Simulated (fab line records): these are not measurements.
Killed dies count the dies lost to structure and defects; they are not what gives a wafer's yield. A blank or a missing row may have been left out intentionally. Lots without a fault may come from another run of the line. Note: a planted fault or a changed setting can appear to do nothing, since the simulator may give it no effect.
fab line records    flow nand_harc
record lots=7  wafers=21  last_day=31
route steps=1302 shown A_SOURCE_PLATE@416 A_ONON_D1@424 END@1302
lots that met no fault: taken from a fault-free run of the same line
start_h: hours from the record's first day to the start of the lot's first wafer shown    wait_h: hours from the lot's prior step to this one    " identical to the entry in the row above    L1.1+2: a row that stands for several wafers    - no value, or no start was given    * or withheld: withheld    < > ~ a bound
route shown NAME@n: NAME is a module with steps in the file, n the number in the route of the first one    usual: mean/standard deviation taken from wafers without a fault    same: alike in all rows    chamber/n: place in a boat    sites: per-site readings    _std_site: the standard deviation of these    _edge_site: outer sites' mean less inner sites'    radius_mm: for every site, how far away it sits from the centre of the wafer    mask NAME#n: copy n    behind: the last tool/chamber to shape the wafer    hold: what put the lot on hold/how long, in hours/how the hold closed    device: transistor that didn't switch, given as n, p or np    end of line: the tests these same wafers got at the end of their route    where a step has no rows: the recipe by itself    killed: count of dies lost to structure and defects at first sort (not the wafer's yield)    map: dies across one wafer; x = killed, . = not, _ = none there
set.NAME: setting as actually run; set.NAME@STEP: the setting as run at that earlier step    model.NAME: the simulator's own value behind a step, which no gauge read
lots at selected steps of the route; one table per step, one row per wafer
services: from which hour (start_h, from the record's first day; less than 0 if before it) a tool's chamber was out of use, for how many hours, and why
## steps
# step NHARC_A_SOURCE_PLATE_THK_MEAS_09
# recipe thk_meas_gauge=ellipsometry
# usual thk_nm=9.4/0.96
lot.wafer  tool           chamber  start_h  wait_h  thk_nm
L834.2     film_metro-02  -        148.05   0.4     9.2
L834.3     "              -        "        "       10.1
L834.6     "              -        "        "       9.2
L838.2     film_metro-01  -        183.67   0.4     9.3
L838.4     "              -        "        "       7.9
L838.6     "              -        "        "       9.3
L844.1     film_metro-02  -        249.90   0.4     11.5
L844.4     "              -        "        "       9.0
L844.5     "              -        "        "       9.2
L845.1     film_metro-01  -        257.76   0.4     10.0
L845.5     "              -        "        "       9.2
L845.6     "              -        "        "       7.5
L846.2     film_metro-02  -        262.55   0.4     8.0
L846.3     "              -        "        "       9.5
L846.5     "              -        "        "       9.8
L847.1     film_metro-01  -        274.86   0.4     10.1
L847.3     "              -        "        "       8.7
L847.6     "              -        "        "       8.8
L854.2     film_metro-02  -        342.94   0.4     9.8
L854.3     "              -        "        "       8.7
L854.6     "              -        "        "       10.6
# step NHARC_A_SOURCE_PLATE_PVD_04
# recipe target_thk_a=500  material=WSi2
# step NHARC_A_SOURCE_PLATE_CVD_03
# recipe target_thk_a=2000  temp_c=620  pressure_mtorr=200  time_s=4000  material=poly-Si
# step NHARC_A_SOURCE_PLATE_ANNEAL_05
# recipe temp_c=850  time_s=1800
# step NHARC_A_SOURCE_PLATE_THK_MEAS_06
# recipe thk_meas_gauge=ellipsometry
# usual thk_nm=200.2/2
lot.wafer  tool           chamber  start_h  wait_h  thk_nm
L834.2     film_metro-02  -        160.98   0.4     200.2
L834.3     "              -        "        "       202.7
L834.6     "              -        "        "       202.7
L838.2     film_metro-01  -        196.75   0.4     199.5
L838.4     "              -        "        "       201.5
L838.6     "              -        "        "       200.5
L844.1     film_metro-01  -        262.71   0.4     196.0
L844.4     "              -        "        "       196.1
L844.5     "              -        "        "       196.4
L845.1     film_metro-01  -        270.58   0.4     202.3
L845.5     "              -        "        "       204.3
L845.6     "              -        "        "       200.7
L846.2     film_metro-02  -        277.29   0.4     201.6
L846.3     "              -        "        "       200.3
L846.5     "              -        "        "       200.8
L847.1     film_metro-01  -        287.27   0.4     202.0
L847.3     "              -        "        "       204.2
L847.6     "              -        "        "       204.0
L854.2     film_metro-02  -        358.62   0.4     201.0
L854.3     "              -        "        "       200.3
L854.6     "              -        "        "       199.1
# step NHARC_A_SOURCE_PLATE_INSPECT_08
# usual raw_defect_count=62/26
lot.wafer  tool               chamber  start_h  wait_h  raw_defect_count
L834.2     defect_inspect-01  -        161.05   0.0     78
L834.3     "                  -        "        "       63
L834.6     "                  -        "        "       59
L838.2     defect_inspect-02  -        196.85   0.0     38
L838.4     "                  -        "        "       81
L838.6     "                  -        "        "       198
L844.1     defect_inspect-01  -        262.82   0.0     33
L844.4     "                  -        "        "       52
L844.5     "                  -        "        "       80
L845.1     defect_inspect-01  -        270.70   0.1     99
L845.5     "                  -        "        "       90
L845.6     "                  -        "        "       93
L846.2     defect_inspect-01  -        277.35   0.0     50
L846.3     "                  -        "        "       33
L846.5     "                  -        "        "       33
L847.1     defect_inspect-01  -        287.33   0.0     41
L847.3     "                  -        "        "       57
L847.6     "                  -        "        "       31
L854.2     defect_inspect-01  -        358.68   0.0     64
L854.3     "                  -        "        "       77
L854.6     "                  -        "        "       80
# step NHARC_A_ONON_D1_DEP_00
# recipe target_thk_a=10000  n2_flow_sccm=2750  n2o_flow_sccm=2000  nh3_flow_sccm=500  sih4_flow_sccm=210  temp_c=400
# step NHARC_A_ONON_D1_THK_MEAS_02
# recipe thk_meas_gauge=ellipsometry
# usual thk_nm=1000/7.7
lot.wafer  tool           chamber  start_h  wait_h  thk_nm
L834.2     film_metro-01  -        161.62   -       1000
L834.3     "              -        "        "       999
L834.6     "              -        "        "       999
L838.2     film_metro-02  -        197.43   -       1007
L838.4     "              -        "        "       1007
L838.6     "              -        "        "       1008
L844.1     film_metro-01  -        263.39   -       1010
L844.4     "              -        "        "       1009
L844.5     "              -        "        "       1011
L845.1     film_metro-02  -        271.27   -       999
L845.5     "              -        "        "       1000
L845.6     "              -        "        "       1000
L846.2     film_metro-01  -        277.93   -       996
L846.3     "              -        "        "       995
L846.5     "              -        "        "       996
L847.1     film_metro-01  -        287.91   -       988
L847.3     "              -        "        "       988
L847.6     "              -        "        "       989
L854.2     film_metro-02  -        359.26   -       1003
L854.3     "              -        "        "       1001
L854.6     "              -        "        "       1001
# step NHARC_A_ONON_D1_DEP_03
# recipe target_thk_a=10000  n2_flow_sccm=2750  n2o_flow_sccm=2000  nh3_flow_sccm=500  sih4_flow_sccm=210  temp_c=400
# step NHARC_A_ONON_D1_THK_MEAS_05
# recipe thk_meas_gauge=ellipsometry
# usual thk_nm=998/9.9
lot.wafer  tool           chamber  start_h  wait_h  thk_nm
L834.2     film_metro-01  -        162.19   -       991
L834.3     "              -        "        "       990
L834.6     "              -        "        "       993
L838.2     film_metro-01  -        197.99   -       994
L838.4     "              -        "        "       996
L838.6     "              -        "        "       995
L844.1     film_metro-02  -        263.96   -       1010
L844.4     "              -        "        "       1012
L844.5     "              -        "        "       1011
L845.1     film_metro-01  -        271.84   -       993
L845.5     "              -        "        "       992
L845.6     "              -        "        "       994
L846.2     film_metro-01  -        278.49   -       1002
L846.3     "              -        "        "       1003
L846.5     "              -        "        "       1002
L847.1     film_metro-02  -        288.47   -       993
L847.3     "              -        "        "       993
L847.6     "              -        "        "       995
L854.2     film_metro-02  -        359.83   -       1005
L854.3     "              -        "        "       1005
L854.6     "              -        "        "       1005
# step NHARC_A_ONON_D1_DEP_06
# recipe target_thk_a=10000  n2_flow_sccm=2750  n2o_flow_sccm=2000  nh3_flow_sccm=500  sih4_flow_sccm=210  temp_c=400
lot.wafer   tool           chamber  start_h  wait_h
L834.2+3+6  pecvd_onon-03  0        162.31   0.1
L838.2+4+6  pecvd_onon-04  0        198.13   0.1
L844.1+4+5  pecvd_onon-04  0        264.01   0.1
L845.1+5+6  pecvd_onon-04  0        271.90   0.1
L846.2+3+5  pecvd_onon-04  0        278.61   0.1
L847.1+3+6  pecvd_onon-03  0        288.52   0.1
L854.2+3+6  pecvd_onon-03  0        359.94   0.1
# step NHARC_A_ONON_D1_THK_MEAS_08
# recipe thk_meas_gauge=ellipsometry
# usual thk_nm=1001/11
lot.wafer  tool           chamber  start_h  wait_h  thk_nm
L834.2     film_metro-02  -        162.76   -       994
L834.3     "              -        "        "       996
L834.6     "              -        "        "       994
L838.2     film_metro-01  -        198.58   -       998
L838.4     "              -        "        "       997
L838.6     "              -        "        "       1001
L844.1     film_metro-01  -        264.52   -       594
L844.4     "              -        "        "       1014
L844.5     "              -        "        "       1014
L845.1     film_metro-01  -        272.41   -       593
L845.5     "              -        "        "       1014
L845.6     "              -        "        "       1016
L846.2     film_metro-01  -        279.06   -       578
L846.3     "              -        "        "       997
L846.5     "              -        "        "       997
L847.1     film_metro-02  -        289.03   -       1014
L847.3     "              -        "        "       1014
L847.6     "              -        "        "       1014
L854.2     film_metro-01  -        360.39   -       986
L854.3     "              -        "        "       988
L854.6     "              -        "        "       986
# step NHARC_A_ONON_D1_DEP_09
# recipe target_thk_a=10000  n2_flow_sccm=2750  n2o_flow_sccm=2000  nh3_flow_sccm=500  sih4_flow_sccm=210  temp_c=400
# step NHARC_END_SORT_01
# recipe temp_c=25
# usual killed_at_array=62/15  killed_at_other=0.8/1  killed_at_periphery=3.7/2.6  killed_dies=66/15  killed_open=3.1/1.8  killed_short=2.6/1.7
# same gross_dies=677
lot.wafer  tool       chamber  start_h  wait_h  killed_at_array  killed_at_other  killed_at_periphery  killed_dies  killed_open  killed_short
L834.2     prober-01  0        566.45   2.8     58               0                3                    61           5            1
L834.3     prober-01  0        567.26   3.1     74               1                3                    78           3            6
L834.6     prober-01  0        569.70   4.1     40               0                5                    45           4            0
L838.2     prober-01  0        601.09   2.8     86               0                1                    87           3            3
L838.4     prober-01  0        602.69   3.4     76               0                1                    77           3            0
L838.6     prober-01  0        604.29   4.0     79               0                4                    83           2            6
L844.1     prober-02  0        659.57   2.4     670              2                5                    677          3            5
L844.4     prober-02  0        661.98   3.4     46               0                6                    52           1            0
L844.5     prober-02  0        662.78   3.7     61               1                4                    66           4            5
L847.1     prober-02  0        674.60   2.5     100              0                1                    101          4            4
L847.3     prober-02  0        676.18   3.1     91               0                5                    96           5            2
L847.6     prober-02  0        678.56   4.0     83               0                2                    85           4            1
L846.2     prober-01  0        675.37   2.8     673              2                2                    677          2            2
L846.3     prober-01  0        676.16   3.1     42               1                4                    47           1            6
L846.5     prober-01  0        677.75   3.7     53               1                4                    58           4            6
L845.1     prober-01  0        682.31   2.5     674              0                3                    677          2            1
L845.5     prober-01  0        685.52   3.7     67               0                2                    69           3            3
L845.6     prober-01  0        686.33   4.0     78               0                1                    79           8            1
L854.2     prober-01  0        748.34   2.8     76               1                1                    78           1            2
L854.3     prober-01  0        749.14   3.1     76               2                2                    80           1            4
L854.6     prober-01  0        751.53   4.0     81               0                1                    82           2            3
# killed by level:class
L834.2 A_CHANNEL_HOLE_D2:chamber_film_flake=27 A_CHANNEL_HOLE_D1:chamber_film_flake=18 A_WL_FILL:chamber_film_flake=5 A_ONON_D2:geometric_particle:open=2 A_CHANNEL_FILL_D2:geometric_particle:open=2 P_CONTACT:chamber_film_flake=2 A_ONON_D1:geometric_particle:short=1 A_CONTACT:geometric_particle:open=1
L834.3 A_CHANNEL_HOLE_D2:chamber_film_flake=36 A_CHANNEL_HOLE_D1:chamber_film_flake=28 P_CONTACT:chamber_film_flake=2 P_M2:geometric_particle:short=1 A_ONON_D1:geometric_particle:short=1 A_DECK1_JOINT:geometric_particle:short=1 A_CHANNEL_FILL_D2:geometric_particle:open=1 A_WL_FILL:geometric_particle:short=1
L834.6 A_CHANNEL_HOLE_D1:chamber_film_flake=20 A_CHANNEL_HOLE_D2:chamber_film_flake=15 P_CONTACT:chamber_film_flake=4 A_ONON_D1:geometric_particle:open=2 P_GATE:geometric_particle:open=1 A_CONTACT:geometric_particle:open=1 A_STAIRCASE:chamber_film_flake=1 A_CONTACT:chamber_film_flake=1
L838.2 A_SLIT:chamber_film_flake=30 A_CHANNEL_HOLE_D1:chamber_film_flake=30 A_CHANNEL_HOLE_D2:chamber_film_flake=9 A_ZERO_WELL:chamber_film_flake=2 A_CHANNEL_FILL_D1:chamber_film_flake=2 A_STAIRCASE:chamber_film_flake=2 A_CONTACT:chamber_film_flake=2 A_BLC:chamber_film_flake=2
L838.4 A_CHANNEL_HOLE_D1:chamber_film_flake=26 A_SLIT:chamber_film_flake=26 A_CHANNEL_HOLE_D2:chamber_film_flake=9 A_STAIRCASE:chamber_film_flake=4 A_WL_FILL:chamber_film_flake=4 A_CONTACT:chamber_film_flake=2 A_CHANNEL_FILL_D1:geometric_particle:open=1 A_ONON_D2:geometric_particle:open=1
L838.6 A_CHANNEL_HOLE_D1:chamber_film_flake=33 A_SLIT:chamber_film_flake=18 A_CHANNEL_HOLE_D2:chamber_film_flake=11 A_ONON_D1:geometric_particle:short=4 P_ZERO_WELL:chamber_film_flake=3 A_CONTACT:chamber_film_flake=3 A_DECK1_JOINT:chamber_film_flake=2 A_STAIRCASE:chamber_film_flake=2
L844.1 A_ONON_D1:area_dep=611 A_SLIT:chamber_film_flake=33 A_CHANNEL_HOLE_D2:chamber_film_flake=13 A_CONTACT:chamber_film_flake=3 A_ONON_D2:geometric_particle:short=2 A_M0:geometric_particle:short=2 P_STI:chamber_film_flake=2 THIN_TSV:chamber_film_flake=2
L844.4 A_SLIT:chamber_film_flake=26 A_CHANNEL_HOLE_D2:chamber_film_flake=11 A_CHANNEL_HOLE_D1:chamber_film_flake=3 A_CONTACT:chamber_film_flake=3 P_STI:chamber_film_flake=2 P_M2:chamber_film_flake=2 P_CONTACT:geometric_particle:open=1 P_M0:chamber_film_flake=1
L844.5 A_SLIT:chamber_film_flake=34 A_CHANNEL_HOLE_D2:chamber_film_flake=10 A_CHANNEL_HOLE_D1:chamber_film_flake=7 P_STI:chamber_film_flake=4 A_DECK1_JOINT:geometric_particle:short=2 A_ONON_D2:geometric_particle:open=2 A_ONON_D1:geometric_particle:short=1 A_ONON_D1:geometric_particle:open=1
L847.1 A_SLIT:chamber_film_flake=29 A_CHANNEL_HOLE_D1:chamber_film_flake=28 A_CHANNEL_HOLE_D2:chamber_film_flake=27 A_STAIRCASE:chamber_film_flake=5 A_ONON_D1:geometric_particle:open=3 A_CHANNEL_FILL_D1:chamber_film_flake=2 A_SOURCE_PLATE:geometric_particle:short=1 A_CHANNEL_FILL_D1:geometric_particle:short=1
L846.2 A_ONON_D1:area_dep=633 A_CHANNEL_HOLE_D1:chamber_film_flake=25 A_SGD_CUT:chamber_film_flake=3 A_CONTACT:chamber_film_flake=3 P_GATE:chamber_film_flake=2 A_SLIT:chamber_film_flake=2 A_ONON_D2:geometric_particle:short=1 A_CHANNEL_HOLE_D2:geometric_particle:short=1
L846.3 A_CHANNEL_HOLE_D1:chamber_film_flake=25 A_CONTACT:chamber_film_flake=5 A_WL_FILL:geometric_particle:short=2 P_GATE:chamber_film_flake=2 A_CHANNEL_HOLE_D2:chamber_film_flake=2 A_STAIRCASE:chamber_film_flake=2 P_M1:geometric_particle:short=1 P_M2:geometric_particle:short=1
L847.3 A_SLIT:chamber_film_flake=32 A_CHANNEL_HOLE_D1:chamber_film_flake=30 A_CHANNEL_HOLE_D2:chamber_film_flake=20 A_DECK1_JOINT:chamber_film_flake=3 P_M0:geometric_particle:short=2 A_CONTACT:chamber_film_flake=2 P_STI:geometric_particle:open=1 P_CONTACT:geometric_particle:open=1
L846.5 A_CHANNEL_HOLE_D1:chamber_film_flake=27 A_CONTACT:chamber_film_flake=5 A_CHANNEL_HOLE_D2:chamber_film_flake=3 A_WL_FILL:chamber_film_flake=3 A_M1:chamber_film_flake=3 P_M0:geometric_particle:short=2 A_DECK1_JOINT:chamber_film_flake=2 A_CHANNEL_HOLE_D1:geometric_particle:open=1
L847.6 A_SLIT:chamber_film_flake=31 A_CHANNEL_HOLE_D1:chamber_film_flake=23 A_CHANNEL_HOLE_D2:chamber_film_flake=21 P_M0:geometric_particle:open=1 A_SOURCE_PLATE:geometric_particle:short=1 A_SOURCE_PLATE:geometric_particle:open=1 A_CHANNEL_HOLE_D2:geometric_particle:open=1 A_WL_FILL:geometric_particle:open=1
L845.1 A_ONON_D1:area_dep=615 A_CHANNEL_HOLE_D1:chamber_film_flake=25 A_CHANNEL_HOLE_D2:chamber_film_flake=16 A_CONTACT:chamber_film_flake=6 A_SLIT:chamber_film_flake=3 A_STAIRCASE:chamber_film_flake=2 A_WL_FILL:chamber_film_flake=2 A_M1:chamber_film_flake=2
L845.5 A_CHANNEL_HOLE_D1:chamber_film_flake=25 A_CHANNEL_HOLE_D2:chamber_film_flake=15 A_M1:chamber_film_flake=6 A_CONTACT:chamber_film_flake=4 A_CHANNEL_FILL_D1:chamber_film_flake=4 A_WL_FILL:chamber_film_flake=4 A_ONON_D1:geometric_particle:open=1 A_ONON_D1:geometric_particle:short=1
L845.6 A_CHANNEL_HOLE_D1:chamber_film_flake=39 A_CHANNEL_HOLE_D2:chamber_film_flake=19 A_CONTACT:chamber_film_flake=9 A_ONON_D1:geometric_particle:open=2 A_BLC:geometric_particle:open=2 A_CHANNEL_FILL_D1:geometric_particle:open=1 A_DECK1_JOINT:geometric_particle:open=1 A_ONON_D2:geometric_particle:open=1
L854.2 A_SLIT:chamber_film_flake=30 A_CHANNEL_HOLE_D2:chamber_film_flake=16 A_CHANNEL_HOLE_D1:chamber_film_flake=13 A_WL_FILL:chamber_film_flake=4 A_CHANNEL_FILL_D1:chamber_film_flake=3 A_CONTACT:chamber_film_flake=3 A_CHANNEL_HOLE_D2:geometric_particle:short=2 A_STAIRCASE:chamber_film_flake=2
L854.3 A_SLIT:chamber_film_flake=23 A_CHANNEL_HOLE_D1:chamber_film_flake=20 A_CHANNEL_HOLE_D2:chamber_film_flake=18 A_STAIRCASE:chamber_film_flake=5 A_DECK1_JOINT:geometric_particle:short=2 A_CHANNEL_FILL_D1:chamber_film_flake=2 A_WL_FILL:chamber_film_flake=2 THIN_TSV:chamber_film_flake=2
L854.6 A_SLIT:chamber_film_flake=31 A_CHANNEL_HOLE_D2:chamber_film_flake=19 A_CHANNEL_HOLE_D1:chamber_film_flake=16 A_STAIRCASE:chamber_film_flake=5 A_WL_FILL:chamber_film_flake=3 A_ONON_D1:geometric_particle:open=1 A_DECK1_JOINT:geometric_particle:open=1 A_CHANNEL_HOLE_D2:geometric_particle:short=1
# map L844.1 (x killed, . not)
____________x____________
_________xxxxxxx_________
_______xxxxxxxxxxx_______
______xxxxxxxxxxxxx______
_____xxxxxxxxxxxxxxx_____
____xxxxxxxxxxxxxxxxx____
____xxxxxxxxxxxxxxxxx____
___xxxxxxxxxxxxxxxxxxx___
___xxxxxxxxxxxxxxxxxxx___
__xxxxxxxxxxxxxxxxxxxxx__
__xxxxxxxxxxxxxxxxxxxxx__
_xxxxxxxxxxxxxxxxxxxxxxx_
_xxxxxxxxxxxxxxxxxxxxxxx_
_xxxxxxxxxxxxxxxxxxxxxxx_
_xxxxxxxxxxxxxxxxxxxxxxx_
_xxxxxxxxxxxxxxxxxxxxxxx_
xxxxxxxxxxxxxxxxxxxxxxxxx
xxxxxxxxxxxxxxxxxxxxxxxxx
xxxxxxxxxxxxxxxxxxxxxxxxx
xxxxxxxxxxxxxxxxxxxxxxxxx
xxxxxxxxxxxxxxxxxxxxxxxxx
_xxxxxxxxxxxxxxxxxxxxxxx_
_xxxxxxxxxxxxxxxxxxxxxxx_
_xxxxxxxxxxxxxxxxxxxxxxx_
_xxxxxxxxxxxxxxxxxxxxxxx_
_xxxxxxxxxxxxxxxxxxxxxxx_
__xxxxxxxxxxxxxxxxxxxxx__
__xxxxxxxxxxxxxxxxxxxxx__
___xxxxxxxxxxxxxxxxxxx___
___xxxxxxxxxxxxxxxxxxx___
____xxxxxxxxxxxxxxxxx____
____xxxxxxxxxxxxxxxxx____
_____xxxxxxxxxxxxxxx_____
______xxxxxxxxxxxxx______
_______xxxxxxxxxxx_______
_________xxxxxxx_________
____________x____________
# map L845.1 (x killed, . not)
____________x____________
_________xxxxxxx_________
_______xxxxxxxxxxx_______
______xxxxxxxxxxxxx______
_____xxxxxxxxxxxxxxx_____
____xxxxxxxxxxxxxxxxx____
____xxxxxxxxxxxxxxxxx____
___xxxxxxxxxxxxxxxxxxx___
___xxxxxxxxxxxxxxxxxxx___
__xxxxxxxxxxxxxxxxxxxxx__
__xxxxxxxxxxxxxxxxxxxxx__
_xxxxxxxxxxxxxxxxxxxxxxx_
_xxxxxxxxxxxxxxxxxxxxxxx_
_xxxxxxxxxxxxxxxxxxxxxxx_
_xxxxxxxxxxxxxxxxxxxxxxx_
_xxxxxxxxxxxxxxxxxxxxxxx_
xxxxxxxxxxxxxxxxxxxxxxxxx
xxxxxxxxxxxxxxxxxxxxxxxxx
xxxxxxxxxxxxxxxxxxxxxxxxx
xxxxxxxxxxxxxxxxxxxxxxxxx
xxxxxxxxxxxxxxxxxxxxxxxxx
_xxxxxxxxxxxxxxxxxxxxxxx_
_xxxxxxxxxxxxxxxxxxxxxxx_
_xxxxxxxxxxxxxxxxxxxxxxx_
_xxxxxxxxxxxxxxxxxxxxxxx_
_xxxxxxxxxxxxxxxxxxxxxxx_
__xxxxxxxxxxxxxxxxxxxxx__
__xxxxxxxxxxxxxxxxxxxxx__
___xxxxxxxxxxxxxxxxxxx___
___xxxxxxxxxxxxxxxxxxx___
____xxxxxxxxxxxxxxxxx____
____xxxxxxxxxxxxxxxxx____
_____xxxxxxxxxxxxxxx_____
______xxxxxxxxxxxxx______
_______xxxxxxxxxxx_______
_________xxxxxxx_________
____________x____________
## services
tool           chamber  start_h  hours  kind
pecvd_onon-03  -        227.35   13.0   pm
pecvd_onon-04  -        311.32   13.0   pm
## key
first_sign step=NHARC_A_ONON_D1_THK_MEAS_08  reading=thk_nm  direction=down  sigmas=38  usual=1001  struck=589
effect step=NHARC_END_SORT_01  reading=killed_at_array  direction=up  sigmas=40  usual=62  struck=672
more_kills_born_at NHARC_A_ONON_D1_DEP_06@pecvd_onon-04=1859
met_at NHARC_A_ONON_D1_DEP_06
struck_wafers L844.1,L845.1,L846.2
later_rows_left_out L844.1,L845.1,L846.2
tester_left_out L844,L845,L846
onset_between 198.13 264.01
fault kind=process_parameter_drift  tool=pecvd_onon-04  chamber=-  onset_h=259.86  steps=NHARC_A_ONON_D1_DEP_06  channel=target_thk_a  offset=*  shape=step  end_h=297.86  scope=struck_wafers_only  acts_in=*  stated=*
# tester_left_out: of these lots the tester's yield and bins aren't shown, on N5 and GAA mostly nor the transistor test; their killed dies are dies lost to structure and defects alone, not to doping, threshold or leakage, so they don't give the yield
# later_rows_left_out: the simulator's readings of these wafers behind a module that went badly wrong aren't trusted and aren't shown, but for the sort
